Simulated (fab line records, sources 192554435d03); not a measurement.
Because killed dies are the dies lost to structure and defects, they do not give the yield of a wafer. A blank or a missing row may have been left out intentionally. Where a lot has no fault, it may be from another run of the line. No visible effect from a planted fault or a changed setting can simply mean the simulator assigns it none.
fab line records / flow n5-finfet
record lots=5 wafers=15 last-day=15
route steps=1938 shown FIN_SAQP@119 FIN_CUT@154 STI_FIN_REVEAL@196 PASSIVATION@1936
lots that met no fault: taken from a fault-free run of the same line
start-h: the number of hours between the record's first day and the start of the first shown wafer of the lot / wait-h: hours elapsed since this lot's preceding step / " same as the row above / L1.1+2: a single row standing in for several wafers / - no value, or no start was given / * or withheld: withheld / < > ~ a bound
route shown NAME@n: NAME is a module with steps in the file, n the number in the route of the first one / usual: average and standard deviation across the fault-free wafers / same: alike in all rows / chamber/n: place in a boat / sites: each site's reading / _std_site: standard deviation across them / _edge_site: outer sites' mean less inner sites' / radius-mm: for every site, how far away it sits from the centre of the wafer / mask NAME#n: copy n / behind: the last tool/chamber to shape the wafer / hold: why the lot was held/for how many hours/how that ended / device: the n, p or np transistor that did not switch / end of line: tests of these same wafers at the route's end / a step given without rows: its recipe and nothing more / killed: dies that structure and defects cost at the first sort, which is not the same as the wafer's yield / map: per-die view of a wafer (x killed, . not killed, _ where there is no die)
set.NAME: the setting as run; set.NAME@STEP: as run at that earlier step / model.NAME: the simulator's own value behind a step, which no gauge read
a table for each step, a row for each wafer; lots at some steps of the route
services: the hour from which a tool's chamber was out of use, counted from the record's first day as start-h (under 0 if before that day), plus the number of hours and why
## steps
# step N5_FIN_SAQP_STRIP_74
# recipe chemistry=CHF3/O2 resist=SiARC rf-frequency-hz=6e+07
# step N5_FIN_SAQP_MANDREL_ETCH_22
# recipe target-depth-a=600 chemistry=HBr/Cl2 target=a-Si stop-on=SiNx bt-time-s=10 over-etch-frac=0.5 time-s=30 pressure-mtorr=10 icp-w=800 bias-w=75 HBr_flow_sccm=150 Cl2_flow_sccm=80 ends=end-point
# step N5_FIN_SAQP_STRIP_55
# recipe chemistry=N2/H2 power-w=500 temp-c=40 pressure-mtorr=50 rf-frequency-hz=6e+07 overash-fraction=0.3 bias-power-w=28 h2-frac=0.5 n2-flow-sccm=300 h2-flow-sccm=300
# step N5_FIN_SAQP_STRIP_23
# recipe chemistry=SPM time-s=750 temp-c=130 h2so4-h2o2-vol-ratio=4
# step N5_FIN_SAQP_SRD_66
# recipe dry=ipa-marangoni time-s=30 temp-c=23 rinse-liquid=diw
# step N5_FIN_SAQP_RECESS_75
# recipe chemistry=HF/NH3 target=SiO2 target-depth-a=144 afs-cycles=3 temp-c=30 sublimation-temp-c=180 sublimation-time-s=60
# step N5_FIN_SAQP_SPACER1_ALD_24
# recipe material=SiO2 target-thk-a=203 temp-c=300 ald-precursor-family=BDEAS ald-co-reactant=O2-plasma pulse-time-s=1 purge-time-s=2 co-reactant-purge-time-s=2 ald-cycles=218 pressure-torr=2
# step N5_FIN_SAQP_SPACER1_ETCHBACK_25
# recipe chemistry=CHF3/O2 mode=anisotropic-etchback target=SiO2 target-depth-a=244 time-s=12.2 pressure-mtorr=30 source-w=650 bias-w=170 Ar_flow_sccm=200 CHF3_flow_sccm=50 O2_flow_sccm=5 ion-energy-ev=200
# step N5_FIN_SAQP_MANDREL1_REMOVE_56
# recipe chemistry=HBr/Cl2/O2 bt-time-s=10 target=a-Si stop-on=SiNx endpoint=OES-SiCl over-etch-frac=1 icp-w=600 bias-w=22 HBr_flow_sccm=150 Cl2_flow_sccm=80 O2_flow_sccm=5 pressure-mtorr=10
# step N5_FIN_SAQP_ETCH_57
# recipe chemistry=CH3F/O2 target=SiNx mask-material=SiO2 target-depth-a=325 time-s=46.4 pressure-mtorr=30 source-w=395 bias-w=73 Ar_flow_sccm=150 CH3F_flow_sccm=30 O2_flow_sccm=20 ion-energy-ev=120 ends=cleared
# step N5_FIN_SAQP_ETCH_65
# recipe chemistry=CF4 target=SiO2 target-depth-a=40 ion-energy-ev=350 time-s=4.4 pressure-mtorr=10 icp-w=800 bias-w=400 cf4-flow-sccm=80
# step N5_FIN_SAQP_MANDREL_ETCH_58
# recipe chemistry=HBr/Cl2 target=a-Si target-depth-a=450 bt-time-s=10 stop-on=SiNx mask-material=SiO2 over-etch-frac=0.8 time-s=27 pressure-mtorr=10 icp-w=800 bias-w=75 HBr_flow_sccm=150 Cl2_flow_sccm=80 ends=end-point
# usual HBr_flow_sccm=149.9/0.47 drypump-motor-current-A=5.9/0.37 oes-product-au=0.697/0.013 over-etch-frac=0.8/0 throttle-valve-pct=35.51/0.25
lot.wafer=L183.2 tool=rie-si-02 chamber=0 start-h=25.99 wait-h=0.0 HBr_flow_sccm=149.7 drypump-motor-current-A=6.2 oes-product-au=0.691 over-etch-frac=0.8 rf-hours-counter-h=101 throttle-valve-pct=35.22 model.SiNx_of_FIN_SAQP_HM_DEP_03.thk-nm=38.2
lot.wafer=L183.3 tool=rie-si-02 chamber=1 start-h=25.99 wait-h=0.0 HBr_flow_sccm=150.1 drypump-motor-current-A=6.3 oes-product-au=0.698 over-etch-frac=0.8 rf-hours-counter-h=123 throttle-valve-pct=35.89 model.SiNx_of_FIN_SAQP_HM_DEP_03.thk-nm=38.72
lot.wafer=L183.6 tool=rie-si-02 chamber=0 start-h=25.99 wait-h=0.0 HBr_flow_sccm=149.1 drypump-motor-current-A=6.2 oes-product-au=0.695 over-etch-frac=0.8 rf-hours-counter-h=- throttle-valve-pct=35.23 model.SiNx_of_FIN_SAQP_HM_DEP_03.thk-nm=37.8
lot.wafer=L186.3 tool=rie-si-02 chamber=2 start-h=44.60 wait-h=0.0 HBr_flow_sccm=149.7 drypump-motor-current-A=6.0 oes-product-au=0.619 over-etch-frac=1.5249 rf-hours-counter-h=113 throttle-valve-pct=35.97 model.SiNx_of_FIN_SAQP_HM_DEP_03.thk-nm=33.2
lot.wafer=L186.5 tool=rie-si-02 chamber=3 start-h=44.60 wait-h=0.0 HBr_flow_sccm=149.2 drypump-motor-current-A=5.6 oes-product-au=0.581 over-etch-frac=1.5249 rf-hours-counter-h=- throttle-valve-pct=35.69 model.SiNx_of_FIN_SAQP_HM_DEP_03.thk-nm=33.2
lot.wafer=L186.6 tool=rie-si-02 chamber=0 start-h=44.60 wait-h=0.0 HBr_flow_sccm=150.7 drypump-motor-current-A=6.2 oes-product-au=0.586 over-etch-frac=1.5249 rf-hours-counter-h=- throttle-valve-pct=35.46 model.SiNx_of_FIN_SAQP_HM_DEP_03.thk-nm=33.8
lot.wafer=L187.2 tool=rie-si-02 chamber=3 start-h=50.56 wait-h=0.0 HBr_flow_sccm=149.5 drypump-motor-current-A=5.5 oes-product-au=0.570 over-etch-frac=1.5249 rf-hours-counter-h=96 throttle-valve-pct=35.69 model.SiNx_of_FIN_SAQP_HM_DEP_03.thk-nm=32.8
lot.wafer=L187.3 tool=rie-si-02 chamber=1 start-h=50.56 wait-h=0.0 HBr_flow_sccm=149.0 drypump-motor-current-A=6.3 oes-product-au=0.585 over-etch-frac=1.5249 rf-hours-counter-h=123 throttle-valve-pct=36.10 model.SiNx_of_FIN_SAQP_HM_DEP_03.thk-nm=34
lot.wafer=L187.5 tool=rie-si-02 chamber=0 start-h=50.56 wait-h=0.0 HBr_flow_sccm=149.6 drypump-motor-current-A=6.2 oes-product-au=0.587 over-etch-frac=1.5249 rf-hours-counter-h=- throttle-valve-pct=35.45 model.SiNx_of_FIN_SAQP_HM_DEP_03.thk-nm=34.2
lot.wafer=L189.1 tool=rie-si-02 chamber=3 start-h=61.10 wait-h=0.0 HBr_flow_sccm=150.5 drypump-motor-current-A=5.6 oes-product-au=0.562 over-etch-frac=1.5249 rf-hours-counter-h=96 throttle-valve-pct=35.70 model.SiNx_of_FIN_SAQP_HM_DEP_03.thk-nm=33.6
lot.wafer=L189.2 tool=rie-si-02 chamber=1 start-h=61.10 wait-h=0.0 HBr_flow_sccm=150.0 drypump-motor-current-A=6.3 oes-product-au=0.587 over-etch-frac=1.5249 rf-hours-counter-h=124 throttle-valve-pct=36.10 model.SiNx_of_FIN_SAQP_HM_DEP_03.thk-nm=33.6
lot.wafer=L189.6 tool=rie-si-02 chamber=1 start-h=61.10 wait-h=0.0 HBr_flow_sccm=150.5 drypump-motor-current-A=6.3 oes-product-au=0.596 over-etch-frac=1.5249 rf-hours-counter-h=- throttle-valve-pct=36.11 model.SiNx_of_FIN_SAQP_HM_DEP_03.thk-nm=34.4
lot.wafer=L196.2 tool=rie-si-05 chamber=2 start-h=103.11 wait-h=0.0 HBr_flow_sccm=150.4 drypump-motor-current-A=5.3 oes-product-au=0.719 over-etch-frac=0.8 rf-hours-counter-h=2 throttle-valve-pct=35.27 model.SiNx_of_FIN_SAQP_HM_DEP_03.thk-nm=38.2
lot.wafer=L196.3 tool=rie-si-05 chamber=0 start-h=103.11 wait-h=0.0 HBr_flow_sccm=150.2 drypump-motor-current-A=5.7 oes-product-au=0.699 over-etch-frac=0.8 rf-hours-counter-h=86 throttle-valve-pct=35.24 model.SiNx_of_FIN_SAQP_HM_DEP_03.thk-nm=37.63
lot.wafer=L196.4 tool=rie-si-05 chamber=3 start-h=103.11 wait-h=0.0 HBr_flow_sccm=149.6 drypump-motor-current-A=5.6 oes-product-au=0.698 over-etch-frac=0.8 rf-hours-counter-h=48 throttle-valve-pct=35.18 model.SiNx_of_FIN_SAQP_HM_DEP_03.thk-nm=38.91
# step N5_FIN_SAQP_RECESS_63
# recipe chemistry=HF/NH3 target=SiO2 target-depth-a=180 afs-cycles=3 temp-c=30 sublimation-temp-c=180 sublimation-time-s=60
# step N5_FIN_SAQP_COAT_68
# recipe resist=SOC temp-c=250 time-s=60 spin-rpm=1500 resist-thk-nm=100
# step N5_FIN_SAQP_ETCH_69
# recipe chemistry=N2/H2 target=SOC target-depth-a=1500 stop-on=SiNx ion-energy-ev=100 bias-w=61 pressure-mtorr=30 source-w=850 n2-flow-sccm=200 h2-flow-sccm=200
# step N5_FIN_SAQP_ETCH_67
# recipe chemistry=CH3F/O2 target=SiNx target-depth-a=300 mask-material=SOC pressure-mtorr=30 source-w=395 bias-w=73 Ar_flow_sccm=150 CH3F_flow_sccm=30 O2_flow_sccm=20 ion-energy-ev=120
# step N5_FIN_SAQP_STRIP_70
# recipe chemistry=N2/H2 power-w=500 temp-c=40 pressure-mtorr=50 rf-frequency-hz=6e+07 overash-fraction=0.3 bias-power-w=28 h2-frac=0.5 n2-flow-sccm=300 h2-flow-sccm=300
# step N5_FIN_SAQP_RECESS_71
# recipe chemistry=HF/NH3 target=SiO2 target-depth-a=30 afs-cycles=1 temp-c=30 sublimation-temp-c=180 sublimation-time-s=60
# step N5_FIN_SAQP_SPACER2_ALD_28
# recipe material=SiO2 target-thk-a=81 temp-c=300 ald-precursor-family=BDEAS ald-co-reactant=O2-plasma pulse-time-s=1 purge-time-s=2 co-reactant-purge-time-s=2 pressure-torr=2
# step N5_FIN_SAQP_SPACER2_ETCHBACK_29
# recipe chemistry=CHF3/O2 mode=anisotropic-etchback target=SiO2 target-depth-a=122 time-s=6.1 pressure-mtorr=30 source-w=650 bias-w=170 Ar_flow_sccm=200 CHF3_flow_sccm=50 O2_flow_sccm=5 ion-energy-ev=200
# step N5_FIN_SAQP_MANDREL2_REMOVE_60
# recipe chemistry=HBr/Cl2/O2 bt-time-s=10 target=a-Si stop-on=SiNx endpoint=OES-SiCl over-etch-frac=1 icp-w=600 bias-w=22 HBr_flow_sccm=150 Cl2_flow_sccm=80 O2_flow_sccm=5 pressure-mtorr=10
# step N5_FIN_SAQP_HM_OPEN_33
# recipe chemistry=CH3F/O2 target=SiNx mask-material=SiO2 target-depth-a=494 time-s=70.6 pressure-mtorr=30 source-w=395 bias-w=73 Ar_flow_sccm=150 CH3F_flow_sccm=30 O2_flow_sccm=20 ion-energy-ev=120 ends=cleared
# usual drypump-motor-current-A=5.9/0.57 etch-rf-on-time-s=69.3/1.7 oes-product-au=0.68/0.08 rf-vpp-V=295/5.5 showerhead-plenum-p-Torr=1.97/0.041 throttle-valve-pct=16.28/0.23
lot.wafer=L183.2 tool=rie-diel-02 chamber=2 start-h=27.64 wait-h=0.1 drypump-motor-current-A=6.2 etch-rf-on-time-s=69.2 oes-product-au=0.72 rf-hours-counter-h=39 rf-vpp-V=285 showerhead-plenum-p-Torr=1.97 throttle-valve-pct=16.32 model.etch.depth-nm=37.64
lot.wafer=L183.3 tool=rie-diel-02 chamber=1 start-h=27.64 wait-h=0.1 drypump-motor-current-A=5.5 etch-rf-on-time-s=70.1 oes-product-au=0.60 rf-hours-counter-h=233 rf-vpp-V=293 showerhead-plenum-p-Torr=1.97 throttle-valve-pct=16.20 model.etch.depth-nm=38.1
lot.wafer=L183.6 tool=rie-diel-02 chamber=3 start-h=27.64 wait-h=0.1 drypump-motor-current-A=6.0 etch-rf-on-time-s=69.6 oes-product-au=0.63 rf-hours-counter-h=- rf-vpp-V=302 showerhead-plenum-p-Torr=2.00 throttle-valve-pct=16.47 model.etch.depth-nm=37.22
lot.wafer=L186.3 tool=rie-diel-02 chamber=3 start-h=46.02 wait-h=0.0 drypump-motor-current-A=6.0 etch-rf-on-time-s=60.2 oes-product-au=0.63 rf-hours-counter-h=172 rf-vpp-V=302 showerhead-plenum-p-Torr=2.00 throttle-valve-pct=16.51 model.etch.depth-nm=32.48
lot.wafer=L186.5 tool=rie-diel-02 chamber=1 start-h=46.02 wait-h=0.0 drypump-motor-current-A=5.5 etch-rf-on-time-s=60.2 oes-product-au=0.59 rf-hours-counter-h=- rf-vpp-V=294 showerhead-plenum-p-Torr=1.97 throttle-valve-pct=16.21 model.etch.depth-nm=32.66
lot.wafer=L186.6 tool=rie-diel-02 chamber=0 start-h=46.02 wait-h=0.0 drypump-motor-current-A=5.1 etch-rf-on-time-s=59.0 oes-product-au=0.85 rf-hours-counter-h=- rf-vpp-V=298 showerhead-plenum-p-Torr=1.97 throttle-valve-pct=16.05 model.etch.depth-nm=33.21
lot.wafer=L187.2 tool=rie-diel-05 chamber=0 start-h=52.34 wait-h=0.0 drypump-motor-current-A=6.0 etch-rf-on-time-s=59.7 oes-product-au=0.69 rf-hours-counter-h=86 rf-vpp-V=291 showerhead-plenum-p-Torr=1.93 throttle-valve-pct=16.10 model.etch.depth-nm=32.18
lot.wafer=L187.3 tool=rie-diel-05 chamber=1 start-h=52.34 wait-h=0.0 drypump-motor-current-A=6.4 etch-rf-on-time-s=60.3 oes-product-au=0.84 rf-hours-counter-h=6 rf-vpp-V=300 showerhead-plenum-p-Torr=1.97 throttle-valve-pct=16.12 model.etch.depth-nm=33.36
lot.wafer=L187.5 tool=rie-diel-05 chamber=0 start-h=52.34 wait-h=0.0 drypump-motor-current-A=6.0 etch-rf-on-time-s=62.7 oes-product-au=0.69 rf-hours-counter-h=- rf-vpp-V=290 showerhead-plenum-p-Torr=1.93 throttle-valve-pct=16.10 model.etch.depth-nm=33.52
lot.wafer=L189.1 tool=rie-diel-05 chamber=0 start-h=62.50 wait-h=0.0 drypump-motor-current-A=6.0 etch-rf-on-time-s=61.6 oes-product-au=0.69 rf-hours-counter-h=91 rf-vpp-V=292 showerhead-plenum-p-Torr=1.93 throttle-valve-pct=16.09 model.etch.depth-nm=32.96
lot.wafer=L189.2 tool=rie-diel-05 chamber=2 start-h=62.50 wait-h=0.0 drypump-motor-current-A=6.6 etch-rf-on-time-s=61.1 oes-product-au=0.63 rf-hours-counter-h=162 rf-vpp-V=304 showerhead-plenum-p-Torr=1.99 throttle-valve-pct=16.33 model.etch.depth-nm=32.91
lot.wafer=L189.6 tool=rie-diel-05 chamber=2 start-h=62.50 wait-h=0.0 drypump-motor-current-A=6.6 etch-rf-on-time-s=62.5 oes-product-au=0.63 rf-hours-counter-h=- rf-vpp-V=304 showerhead-plenum-p-Torr=1.99 throttle-valve-pct=16.33 model.etch.depth-nm=33.72
lot.wafer=L196.2 tool=rie-diel-06 chamber=3 start-h=104.72 wait-h=0.1 drypump-motor-current-A=6.5 etch-rf-on-time-s=71.2 oes-product-au=0.64 rf-hours-counter-h=149 rf-vpp-V=293 showerhead-plenum-p-Torr=2.09 throttle-valve-pct=16.47 model.etch.depth-nm=37.6
lot.wafer=L196.3 tool=rie-diel-06 chamber=1 start-h=104.72 wait-h=0.1 drypump-motor-current-A=5.9 etch-rf-on-time-s=69.8 oes-product-au=0.59 rf-hours-counter-h=233 rf-vpp-V=291 showerhead-plenum-p-Torr=1.89 throttle-valve-pct=16.34 model.etch.depth-nm=37
lot.wafer=L196.4 tool=rie-diel-06 chamber=0 start-h=104.72 wait-h=0.1 drypump-motor-current-A=4.9 etch-rf-on-time-s=70.7 oes-product-au=0.62 rf-hours-counter-h=- rf-vpp-V=293 showerhead-plenum-p-Torr=1.90 throttle-valve-pct=16.73 model.etch.depth-nm=38.29
# step N5_FIN_SAQP_ETCH_34
# recipe chemistry=C4F6/O2 target=SiO2 target-depth-a=450 time-s=15 ion-energy-ev=250 pressure-mtorr=30 source-w=345 bias-w=185 Ar_flow_sccm=300 C4F6_flow_sccm=10 O2_flow_sccm=10 ends=cleared
# step N5_FIN_SAQP_STRIP_77
# recipe chemistry=N2/H2 time-s=90 power-w=100 temp-c=40 pressure-mtorr=100 rf-frequency-hz=6e+07 bias-power-w=3 n2-flow-sccm=300 h2-flow-sccm=300
# step N5_FIN_SAQP_ETCH_64
# recipe chemistry=CF4 target=SiO2 target-depth-a=15 ion-energy-ev=350 pressure-mtorr=10 icp-w=800 bias-w=400 cf4-flow-sccm=80
# step N5_FIN_SAQP_FIN_ETCH_36
# recipe chemistry=HBr/Cl2/O2 target-depth-a=1200 mask-material=SiNx time-s=50.4 bias-w=102 pressure-mtorr=10 icp-w=800 HBr_flow_sccm=150 Cl2_flow_sccm=80 O2_flow_sccm=12
# step N5_FIN_SAQP_PRECLEAN_38
# recipe chemistry=O3/DIW time-s=45 temp-c=22 o3-ppm=10
# step N5_FIN_SAQP_PRECLEAN_45
# recipe chemistry=dHF time-s=10 dilution=500:1 temp-c=25
# step N5_FIN_SAQP_SRD_39
# recipe dry=ipa-marangoni time-s=30 temp-c=23 rinse-liquid=diw
# step N5_FIN_CUT_COAT_18
# recipe resist=SOC temp-c=250 time-s=60 spin-rpm=1500 resist-thk-nm=230
# step N5_FIN_CUT_COAT_19
# recipe resist=SiARC temp-c=220 time-s=60 spin-rpm=1500 resist-thk-nm=20
# step N5_FIN_CUT_COAT_29
# recipe resist=underlayer temp-c=205 time-s=60 spin-rpm=1500 resist-thk-nm=10
# step N5_FIN_CUT_COAT_02
# recipe resist=CAR-EUV spin-rpm=1500 resist-thk-nm=30
# step N5_FIN_CUT_EBR_04
# recipe solvent=PGMEA ebr-width-mm=1.5
# step N5_FIN_CUT_SOFTBAKE_03
# recipe temp-c=110 time-s=60 resist=CAR-EUV
# step N5_FIN_CUT_EXPOSE_05
# recipe mask-id=FIN_CUT na=0.33 source-shape=annular sigma-inner=0.35 sigma-outer=0.8 polarization=unpolarized dose-mj=45.75
# step N5_STI_FIN_REVEAL_RECESS_09
# recipe chemistry=HF/NH3 target=SiO2 afs-cycles=11 target-depth-a=425 temp-c=30 sublimation-temp-c=180 sublimation-time-s=60
# usual drypump-motor-current-A=5.9/0.6 foreline-p-Torr=0.1280/0.00042
# same sublimation-time-s=60
lot.wafer=L183.2 tool=vapor-etch-01 chamber=0 start-h=35.57 wait-h=0.0 drypump-motor-current-A=4.8 foreline-p-Torr=0.1273 model.SiNx_of_FIN_SAQP_HM_DEP_03.thk-nm=18.6
lot.wafer=L183.3 tool=vapor-etch-01 chamber=1 start-h=35.57 wait-h=0.0 drypump-motor-current-A=6.1 foreline-p-Torr=0.1274 model.SiNx_of_FIN_SAQP_HM_DEP_03.thk-nm=19
lot.wafer=L183.6 tool=vapor-etch-01 chamber=1 start-h=35.57 wait-h=0.0 drypump-motor-current-A=6.1 foreline-p-Torr=0.1281 model.SiNx_of_FIN_SAQP_HM_DEP_03.thk-nm=18.2
lot.wafer=L186.3 tool=vapor-etch-02 chamber=0 start-h=54.49 wait-h=0.6 drypump-motor-current-A=6.1 foreline-p-Torr=0.1282 model.SiNx_of_FIN_SAQP_HM_DEP_03.thk-nm=13.4
lot.wafer=L186.5 tool=vapor-etch-02 chamber=1 start-h=54.49 wait-h=0.6 drypump-motor-current-A=6.4 foreline-p-Torr=0.1272 model.SiNx_of_FIN_SAQP_HM_DEP_03.thk-nm=13.2
lot.wafer=L186.6 tool=vapor-etch-02 chamber=0 start-h=54.49 wait-h=0.6 drypump-motor-current-A=6.1 foreline-p-Torr=0.1277 model.SiNx_of_FIN_SAQP_HM_DEP_03.thk-nm=14.2
lot.wafer=L187.2 tool=vapor-etch-02 chamber=1 start-h=60.75 wait-h=0.0 drypump-motor-current-A=6.4 foreline-p-Torr=0.1283 model.SiNx_of_FIN_SAQP_HM_DEP_03.thk-nm=12.8
lot.wafer=L187.3 tool=vapor-etch-02 chamber=0 start-h=60.75 wait-h=0.0 drypump-motor-current-A=6.1 foreline-p-Torr=0.1277 model.SiNx_of_FIN_SAQP_HM_DEP_03.thk-nm=14
lot.wafer=L187.5 tool=vapor-etch-02 chamber=0 start-h=60.75 wait-h=0.0 drypump-motor-current-A=6.1 foreline-p-Torr=0.1279 model.SiNx_of_FIN_SAQP_HM_DEP_03.thk-nm=14.2
lot.wafer=L189.1 tool=vapor-etch-02 chamber=0 start-h=71.78 wait-h=0.0 drypump-motor-current-A=6.1 foreline-p-Torr=0.1284 model.SiNx_of_FIN_SAQP_HM_DEP_03.thk-nm=13.8
lot.wafer=L189.2 tool=vapor-etch-02 chamber=1 start-h=71.78 wait-h=0.0 drypump-motor-current-A=6.4 foreline-p-Torr=0.1282 model.SiNx_of_FIN_SAQP_HM_DEP_03.thk-nm=13.6
lot.wafer=L189.6 tool=vapor-etch-02 chamber=0 start-h=72.84 wait-h=1.1 drypump-motor-current-A=6.1 foreline-p-Torr=0.1282 model.SiNx_of_FIN_SAQP_HM_DEP_03.thk-nm=14.6
lot.wafer=L196.2 tool=vapor-etch-01 chamber=1 start-h=112.76 wait-h=0.0 drypump-motor-current-A=6.1 foreline-p-Torr=0.1278 model.SiNx_of_FIN_SAQP_HM_DEP_03.thk-nm=18.6
lot.wafer=L196.3 tool=vapor-etch-01 chamber=1 start-h=112.76 wait-h=0.0 drypump-motor-current-A=6.1 foreline-p-Torr=0.1275 model.SiNx_of_FIN_SAQP_HM_DEP_03.thk-nm=18
lot.wafer=L196.4 tool=vapor-etch-01 chamber=0 start-h=112.76 wait-h=0.0 drypump-motor-current-A=4.8 foreline-p-Torr=0.1277 model.SiNx_of_FIN_SAQP_HM_DEP_03.thk-nm=19.4
# step N5_PASSIVATION_PROBE_49
# usual killed_at_M0_to_M3=36/10 killed_at_M4_up=13/5.5 killed-at-contacts=12/5.6 killed-at-front-end=42/12 killed-at-other=4/3.2 killed-dies=108/18 killed-open=71/13 killed-short=34/7.8
# same gross-dies=1180 killed-at-back-side=0
lot.wafer=L189.1 tool=prober-01 chamber=- start-h=315.87 wait-h=0.0 killed_at_M0_to_M3=21 killed_at_M4_up=10 killed-at-contacts=13 killed-at-front-end=40 killed-at-other=4 killed-dies=88 killed-open=69 killed-short=18
lot.wafer=L189.2 tool=prober-01 chamber=- start-h=315.92 wait-h=0.1 killed_at_M0_to_M3=37 killed_at_M4_up=15 killed-at-contacts=5 killed-at-front-end=42 killed-at-other=6 killed-dies=105 killed-open=68 killed-short=37
lot.wafer=L189.6 tool=prober-01 chamber=- start-h=316.12 wait-h=0.3 killed_at_M0_to_M3=34 killed_at_M4_up=25 killed-at-contacts=6 killed-at-front-end=14 killed-at-other=4 killed-dies=83 killed-open=60 killed-short=21
# killed by level:class
L189.1 FIN_SAQP:geometric-particle:open=16 MOL_CONTACT_COAG:geometric-particle:open=10 DUMMY_GATE:geometric-particle:open=8 STI_FIN_REVEAL:geometric-particle:open=7 BEOL_M1:geometric-particle:open=6 BEOL_M3:geometric-particle:short=5 BEOL_M4:geometric-particle:open=4 MOL_CONTACT_COAG:geometric-particle:short=3
L189.2 BEOL_M3:geometric-particle:open=14 FIN_SAQP:geometric-particle:open=13 FIN_SAQP:geometric-particle:short=7 BEOL_M0_SAQP:geometric-particle:short=7 DUMMY_GATE:geometric-particle:open=5 STI_FIN_REVEAL:geometric-particle:open=4 STARTING-WAFER:geometric-particle:open=4 BEOL_M1:geometric-particle:open=4
L189.6 BEOL_M4:geometric-particle:open=14 BEOL_M0_SAQP:geometric-particle:open=8 BEOL_M1:geometric-particle:open=7 BEOL_M3:geometric-particle:open=7 MOL_CONTACT_COAG:geometric-particle:open=5 BEOL_M0_SAQP:geometric-particle:short=5 STI_FIN_REVEAL:geometric-particle:open=3 STARTING-WAFER:geometric-particle:short=3
## services
tool=rie-diel-02 chamber=0 start-h=8.23 hours=- kind=clean
tool=rie-diel-02 chamber=0 start-h=8.23 hours=- kind=consumable-replace:focus-ring
tool=rie-diel-02 chamber=0 start-h=8.23 hours=25.0 kind=scheduled-down
tool=rie-diel-02 chamber=0 start-h=8.23 hours=25.0 kind=vent-cycle
tool=rie-diel-05 chamber=1 start-h=10.98 hours=- kind=clean
tool=rie-diel-05 chamber=1 start-h=10.98 hours=- kind=consumable-replace:focus-ring
tool=rie-diel-05 chamber=1 start-h=10.98 hours=27.3 kind=scheduled-down
tool=rie-diel-05 chamber=1 start-h=10.98 hours=27.3 kind=vent-cycle
tool=rie-diel-02 chamber=1 start-h=19.15 hours=8.3 kind=repair
tool=rie-diel-02 chamber=2 start-h=28.12 hours=8.7 kind=repair
tool=rie-diel-02 chamber=3 start-h=37.87 hours=1.7 kind=repair
tool=rie-diel-05 chamber=3 start-h=38.24 hours=- kind=clean
tool=rie-diel-05 chamber=3 start-h=38.24 hours=- kind=consumable-replace:focus-ring
tool=rie-diel-05 chamber=3 start-h=38.24 hours=23.9 kind=scheduled-down
tool=rie-diel-05 chamber=3 start-h=38.24 hours=23.9 kind=vent-cycle
tool=rie-diel-06 chamber=3 start-h=55.70 hours=20.6 kind=repair
tool=rie-diel-02 chamber=1 start-h=74.76 hours=- kind=clean
tool=rie-diel-02 chamber=1 start-h=74.76 hours=- kind=consumable-replace:focus-ring
tool=rie-diel-02 chamber=1 start-h=74.76 hours=16.1 kind=scheduled-down
tool=rie-diel-02 chamber=1 start-h=74.76 hours=16.1 kind=vent-cycle
tool=rie-diel-06 chamber=2 start-h=89.66 hours=4.8 kind=repair
## key
first-sign step=N5_FIN_SAQP_MANDREL_ETCH_58 reading=over-etch-frac direction=up sigmas=99+ usual=0.8 struck=1.5249
effect step=N5_FIN_SAQP_MANDREL_ETCH_58 reading=oes-product-au direction=down sigmas=8.9 usual=0.697 struck=0.586
effect step=N5_FIN_SAQP_HM_OPEN_33 reading=etch-rf-on-time-s direction=down sigmas=4.9 usual=* struck=*
model-effect step=N5_FIN_SAQP_MANDREL_ETCH_58 value=SiNx_of_FIN_SAQP_HM_DEP_03.thk-nm without=38.21 struck=33.64
model-effect step=N5_FIN_SAQP_HM_OPEN_33 value=etch.depth-nm without=37.58 struck=33
model-effect step=N5_STI_FIN_REVEAL_RECESS_09 value=SiNx_of_FIN_SAQP_HM_DEP_03.thk-nm without=18.38 struck=13.76
met-at N5_FIN_SAQP_MANDREL_ETCH_58
struck-wafers L186.3,L186.5,L186.6,L187.2,L187.3,L187.5,L189.1,L189.2,L189.6
rows-end L186.3,L186.5,L186.6,L187.2,L187.3,L187.5
tester-left-out L189
onset-between 25.99 44.60
fault kind=process-parameter-drift tool=rie-si-02 chamber=- onset-h=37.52 steps=N5_FIN_SAQP_MANDREL_ETCH_58 channel=over-etch-frac offset=0.72487 shape=step acts-in=these-recipes-only stated=0.8
# tester-left-out: of these lots the tester's yield and bins aren't shown, on N5 and GAA mostly nor the transistor test; their killed dies are dies lost to structure and defects alone, not to doping, threshold or leakage, so they don't give the yield
# rows-end: these wafers met a further fault down the route, and their rows from its step on are left out
